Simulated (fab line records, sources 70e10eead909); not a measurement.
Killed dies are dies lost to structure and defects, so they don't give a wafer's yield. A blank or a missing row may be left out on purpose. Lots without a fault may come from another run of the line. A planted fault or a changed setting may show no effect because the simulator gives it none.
Problem report in the 8D (eight disciplines) form, filled by code / flow nand_harc / the parts of the form that need people (team, actions taken, sign-off) are left out

== 1. WHAT WENT WRONG ==
Wafers without a fault read 58, standard deviation 16; killed_dies at NHARC_END_SORT_01 reads a mean of 677 on 4 wafers belonging to 2 lots. Measured from the usual mean, that is +39 standard deviations.
First seen on wafer L498.2, day 27 22:25, on prober-02. The record holds 4 wafers of 2 lots with a number at this step. The rule behind "out" and "out of limits": a value lying over 4 standard deviations away from the usual mean. All remaining wafers that have a number are taken as sound.

== 2. WHAT IT IS, WHAT IT ISN'T ==
question=which readings at this step; is=killed_dies, killed_at_array; is not=killed_at_other, killed_at_periphery, killed_open, killed_short
question=which lots; is=L497, L498; is not=-
question=which wafers of those lots; is=all that have a number; is not=-
question=read on which gauges; is=prober-01, prober-02; is not=-
question=when; is=from day 27 22:25; is not=up to then (0 sound wafers)

== 3. SUSPECTS, AND WHAT RULES EACH OUT ==
Counting: a tool stays on the suspect list if, at a process step up to the reading, it processed all lots that are out and no sound lot following the first of them.
- ruled out: the gauge at NHARC_END_SORT_01. The wafers that are out were read on 2 gauges (prober-01, prober-02).
- rie_diel-13 at NHARC_A_STAIRCASE_TRIM_196 (chemistry O2, time 211.2 s): kept. It ran every lot that is out, first L498 (day 19 05:25), and no sound lot after that.
- rie_diel-13 at NHARC_A_STAIRCASE_ETCH_197 (etches the open film in C4F8/O2, target depth 100 nm, time 40.5 s): kept. It ran every lot that is out, first L498 (day 19 06:15), and no sound lot after that. Because NHARC_A_STAIRCASE_ETCH_197 lacks a start for some lots, the hours and order of its lots are taken from NHARC_A_STAIRCASE_ETCH_203.
- rie_diel-13 at NHARC_A_STAIRCASE_TRIM_200 (chemistry O2, time 211.2 s): kept. It ran every lot that is out, first L498 (day 19 06:15), and no sound lot after that. Because NHARC_A_STAIRCASE_TRIM_200 lacks a start for some lots, the hours and order of its lots are taken from NHARC_A_STAIRCASE_ETCH_203.
- rie_diel-13 at NHARC_A_STAIRCASE_TRIM_202 (chemistry O2, time 211.2 s): kept. It ran every lot that is out, first L498 (day 19 06:15), and no sound lot after that. Because NHARC_A_STAIRCASE_TRIM_202 lacks a start for some lots, the hours and order of its lots are taken from NHARC_A_STAIRCASE_ETCH_203.
- rie_diel-13 at NHARC_A_STAIRCASE_ETCH_203 (etches the open film in C4F8/O2, target depth 100 nm, time 40.5 s): kept. It ran every lot that is out, first L498 (day 19 06:15), and no sound lot after that. Its own run_length_s readings are out on those wafers.
Left after counting: rie_diel-13 at NHARC_A_STAIRCASE_TRIM_196, rie_diel-13 at NHARC_A_STAIRCASE_ETCH_197, rie_diel-13 at NHARC_A_STAIRCASE_TRIM_200, rie_diel-13 at NHARC_A_STAIRCASE_TRIM_202, rie_diel-13 at NHARC_A_STAIRCASE_ETCH_203.

== 4. THE CAUSE (what the simulator had put in) ==
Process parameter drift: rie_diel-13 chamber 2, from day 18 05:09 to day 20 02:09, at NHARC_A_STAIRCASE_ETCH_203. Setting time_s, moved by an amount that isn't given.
Counting leaves 5 suspects; this tool is one of them.

== 5. SEQUENCE OF EFFECTS, ordered by route ==
Rows list readings where the struck wafers' mean (over those with a number) sits beyond 3 standard deviations from the usual. Scope: only readings with a usual standard deviation given in the record; hours: median across lots of the time from each lot's start at the first step in this table that gives one to its start at this step; sigmas: change in usual standard deviations.
hours=0; step=NHARC_A_STAIRCASE_ETCH_203; reading=run_length_s; usual=61.8 s; on struck wafers=47.7; change=-14.1; sigmas=-42
hours=205; step=NHARC_END_SORT_01; reading=killed_at_array; usual=54; on struck wafers=672; change=+618; sigmas=+36
hours=205; step=NHARC_END_SORT_01; reading=killed_dies; usual=58; on struck wafers=677; change=+619; sigmas=+39
The process steps in it:
- NHARC_A_STAIRCASE_ETCH_203: etches the open film in C4F8/O2, target depth 100 nm, time 40.5 s.

== 6. WHAT WOULD HAVE CAUGHT IT SOONER ==
233 hours passed between the start of the fault at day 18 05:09 and the first reading out of limits at a measuring or inspecting step in this record, taken at day 27 22:25.
Tool's own readings at NHARC_A_STAIRCASE_ETCH_203, run_length_s: out on all struck wafers the step has rows for; an alarm limit on them would have tripped on the first.
By day 27 22:25 the whole set of lots that are out, 2 in number, had already begun NHARC_A_STAIRCASE_ETCH_203 on rie_diel-13. None of them would have been spared by holding the tool at that moment.
